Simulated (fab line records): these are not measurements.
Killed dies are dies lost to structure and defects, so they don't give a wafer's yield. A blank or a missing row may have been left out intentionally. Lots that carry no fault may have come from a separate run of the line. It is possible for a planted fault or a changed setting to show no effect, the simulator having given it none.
2 desks looking at one fault -- flow n5-finfet -- only its own numbers are on each desk; what lay behind them is given at the end

TOOL OWNER'S DESK, pecvd-03
The tool's own readings at N5_BEOL_M0_SAQP_PECVD_04 (deposits a-Si from SiH4/He, target thk 60 nm, time 60.2 s): means of the sampled wafers that have a number, for each lot that ran on this tool. Marked OUT: a lot whose mean sits more than 4 standard deviations from the usual mean, which makes it out of limits; the brackets give that distance.
Columns: A = heater-power-w at N5_BEOL_M0_SAQP_PECVD_04, usual 665 W; B = showerhead-plenum-p-Torr at N5_BEOL_M0_SAQP_PECVD_04, usual 5.63 Torr; C = susceptor-temp-C at N5_BEOL_M0_SAQP_PECVD_04, usual 350.03 C; D = throttle-valve-pct at N5_BEOL_M0_SAQP_PECVD_04, usual 18.0 %
lot,first seen here,A,B,C,D
L290,day 6 01:27,698,5.64,350.30,17.4
L294,day 6 21:32,716,5.65,349.99,17.2
L295,day 7 04:23,645,5.62,349.86,17.4
L296,day 7 16:42,625,5.62,350.03,17.3
L300,day 8 14:04,669,5.63,349.87,17.4
L305,day 9 20:42,594,5.62,350.12,17.6
L307,day 10 06:58,642,5.60,349.92,17.7
L310,day 10 20:46,609,5.61,350.01,17.4
Result from this desk: across the 8 lots, nothing is out of limits.

AT THE METROLOGY DESK
Lot by lot, what the gauges showed, no matter which tool ran the lot: averages of those sampled wafers that carry a number. Marked OUT: a lot whose mean sits more than 4 standard deviations from the usual mean, which makes it out of limits; the brackets give that distance. It has 12 readings, of which 7 appear: the earliest out of limits, and the ones furthest out on some lot.
Columns: A = thk-nm at N5_BEOL_M0_SAQP_THK_MEAS_05, usual 59.7 nm; B = DIBL_N at N5_BEOL_M4_RC_MEAS_101, usual 36.0 mV/V; C = DIBL_P at N5_BEOL_M4_RC_MEAS_101, usual 35.6 mV/V; D = IOFF_P at N5_BEOL_M4_RC_MEAS_101, usual 0.19 nA/um; E = ION_P at N5_BEOL_M4_RC_MEAS_101, usual 455 uA/um; F = VT_N at N5_BEOL_M4_RC_MEAS_101, usual 251 mV; G = VT_P at N5_BEOL_M4_RC_MEAS_101, usual -253 mV
lot,first seen here,A,B,C,D,E,F,G
L290,day 5 21:14,60.7,35.8,35.1,0.17,446,252,-253
L291,day 6 00:03,60.7,36.4,35.9,0.20,458,248,-252
L294,day 6 16:41,59.9,37.4,38.5,0.22,461,249,-252
L295,day 7 00:07,60.2,36.0,34.9,0.17,452,253,-254
L296,day 7 09:55,60.2,33.7,32.9,0.18,454,255,-253
L300,day 8 10:00,59.6,37.8,36.1,0.20,454,252,-252
L305,day 9 16:42,81.8 (+28) OUT,38.4,36.9,0.21,462,248,-250
L307,day 10 02:35,83.0 (+29) OUT,37.7,37.3,0.21,456,246,-252
L310,day 10 16:41,70.5 (+14) OUT,33.9,34.6,0.15,444,257,-262
Finding of this desk: L305, L307, L310 out of limits; the first was L305 at day 9 20:51, on thk-nm at N5_BEOL_M0_SAQP_THK_MEAS_05. Within limits: L290, L291, L294, L295, L296, L300.

BROUGHT TOGETHER
Metrology desk: alarm possible at day 9 20:51 on L305, L307, L310.
Nothing out of limits was seen by the tool owner's desk.
Tool owner's desk: L305, L307, L310 on record, inside its limits.
N5_BEOL_M0_SAQP_PECVD_04 was run on pecvd-03 by each of the lots named.

WHAT THE SIMULATOR HAD PUT IN
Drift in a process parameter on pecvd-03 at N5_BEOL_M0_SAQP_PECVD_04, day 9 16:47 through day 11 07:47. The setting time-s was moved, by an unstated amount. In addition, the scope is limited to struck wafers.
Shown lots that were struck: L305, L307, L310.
Per desk, hours elapsed from the start of the fault to the first reading out of limits: for the metrology desk, 4.
